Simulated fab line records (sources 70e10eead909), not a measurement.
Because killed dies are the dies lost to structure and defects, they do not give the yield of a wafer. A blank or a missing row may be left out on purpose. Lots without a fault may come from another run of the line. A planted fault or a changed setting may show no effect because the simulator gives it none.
Chamber matching + flow nandHarc + NHARC_P_M0_PRE_CLEAN_31 on pecvd-02: 3 sister chambers
The step time 12 s. 3 wafers are shown with their chamber, then 12 later ones without.

WAFERS, EACH WITH ITS CHAMBER
| wafer  | chamber | heaterPowerW (W) |
|--------|---------|------------------|
| L090.1 | 1       | 615              |
| L090.2 | 0       | 663              |
| L090.6 | 2       | 654              |

WAFERS MISSING THEIR CHAMBER
| wafer  | heaterPowerW (W) |
|--------|------------------|
| L091.1 | 579              |
| L091.2 | 684              |
| L091.3 | 603              |
| L093.2 | 552              |
| L093.3 | 587              |
| L093.4 | 565              |
| L094.2 | 656              |
| L094.3 | 590              |
| L094.5 | 670              |
| L096.2 | 563              |
| L096.4 | 549              |
| L096.5 | 605              |

EACH ONE'S CHAMBER
| wafer  | from the rows above          | in truth |
|--------|------------------------------|----------|
| L091.1 | can't be placed: 1 or 2 or 0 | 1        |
| L091.2 | can't be placed: 0 or 2 or 1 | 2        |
| L091.3 | can't be placed: 1 or 2 or 0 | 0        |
| L093.2 | can't be placed: 1 or 2 or 0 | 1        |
| L093.3 | can't be placed: 1 or 2 or 0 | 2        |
| L093.4 | can't be placed: 1 or 2 or 0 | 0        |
| L094.2 | can't be placed: 2 or 0 or 1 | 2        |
| L094.3 | can't be placed: 1 or 2 or 0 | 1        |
| L094.5 | can't be placed: 0 or 2 or 1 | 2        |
| L096.2 | can't be placed: 1 or 2 or 0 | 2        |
| L096.4 | can't be placed: 1 or 2 or 0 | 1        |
| L096.5 | can't be placed: 1 or 2 or 0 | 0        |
Correct placement for 0 of the 12. Cannot be placed on the basis of these rows: 12; the candidates contain the true chamber in 12. Wrongly placed: 0.
How it was worked out, from the rows above alone: a wafer's distance from a chamber is the root of the sum, over the readings, of the square of ((its reading less the chamber's mean) divided by the reading's scatter). The wafer belongs to the nearest chamber; if the next one is less than 2 further off, it can't be placed. A chamber's mean is the mean of its shown wafers. The scatter (one wafer shown for each chamber): square how far every hidden wafer sits from the nearest shown wafer, average those squares and take the square root.
